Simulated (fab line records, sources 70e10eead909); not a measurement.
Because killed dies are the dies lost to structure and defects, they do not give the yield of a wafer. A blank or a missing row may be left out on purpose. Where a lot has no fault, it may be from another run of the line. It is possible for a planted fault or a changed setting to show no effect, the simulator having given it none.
Chamber matching + flow nand harc + rie diel-08 running NHARC_P_M1_DESCUM_14: 4 sister chambers
The step chemistry O2, time 3 s. 14 wafers are shown with their chamber, then 7 later ones without.

WAFERS, EACH WITH ITS CHAMBER
| wafer  | chamber | drypump motor current A (A) | rf vpp V (V) | oes product au (a.u.) |
|--------|---------|-----------------------------|--------------|-----------------------|
| L074.3 | 1       | 5.6                         | 58.9         | 0.989                 |
| L074.4 | 2       | 5.2                         | 58.2         | 1.001                 |
| L074.5 | 2       | 5.3                         | 58.5         | 0.993                 |
| L079.2 | 1       | 5.5                         | 60.2         | 0.999                 |
| L079.4 | 0       | 5.8                         | 58.5         | 1.000                 |
| L079.5 | 2       | 5.2                         | 57.7         | 1.008                 |
| L081.4 | 2       | 5.3                         | 57.5         | 0.999                 |
| L081.5 | 1       | 5.6                         | 57.9         | 0.985                 |
| L081.6 | 0       | 5.9                         | 57.9         | 1.009                 |
| L090.2 | 0       | 5.9                         | 57.0         | 0.996                 |
| L090.5 | 2       | 5.2                         | 58.3         | 1.003                 |
| L090.6 | 3       | 5.5                         | 57.1         | 0.993                 |
| L092.1 | 2       | 5.2                         | 57.0         | 1.012                 |
| L092.3 | 0       | 5.9                         | 57.9         | 0.997                 |

SIGNATURES (means of the wafers above)
| reading                 | chamber 0 | chamber 1 | chamber 2 | chamber 3 | scatter within a chamber |
|-------------------------|-----------|-----------|-----------|-----------|--------------------------|
| drypump motor current A | 5.875     | 5.567     | 5.233     | 5.500     | 0.0524                   |
| rf vpp V                | 57.825    | 59.000    | 57.867    | 57.100    | 0.736                    |
| oes product au          | 1.00050   | 0.99100   | 1.00267   | 0.99300   | 0.00659                  |
Rule: a wafer lies at a distance from a chamber equal to the root of the sum of squares, over the readings, of (its reading less the chamber's mean, divided by the reading's scatter). The wafer belongs to the nearest chamber; if the next one is less than 2 further off, it can't be placed. The scatter: take each reading less its chamber's mean, square it, sum over the shown wafers, divide by the number of wafers less the number of chambers, and take the root.

WAFERS MISSING THEIR CHAMBER
| wafer  | drypump motor current A (A) | rf vpp V (V) | oes product au (a.u.) |
|--------|-----------------------------|--------------|-----------------------|
| L092.4 | 5.6                         | 57.8         | 0.994                 |
| L091.2 | 5.5                         | 58.2         | 0.988                 |
| L091.3 | 5.3                         | 58.0         | 1.016                 |
| L091.6 | 5.8                         | 57.4         | 1.001                 |
| L097.2 | 5.2                         | 57.8         | 1.026                 |
| L097.4 | 5.2                         | 58.6         | 1.017                 |
| L097.6 | 5.6                         | 59.2         | 0.998                 |

CHAMBER TAKEN BY EACH
| wafer  | from the rows above     | in truth |
|--------|-------------------------|----------|
| L092.4 | can't be placed: 1 or 3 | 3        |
| L091.2 | can't be placed: 3 or 1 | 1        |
| L091.3 | 2                       | 2        |
| L091.6 | 0                       | 0        |
| L097.2 | 2                       | 2        |
| L097.4 | 2                       | 2        |
| L097.6 | 1                       | 1        |
Correctly placed: 5 of 7. From these rows, 2 cannot be placed; in 2 the true chamber is one of the candidates. Wrongly placed: 0.
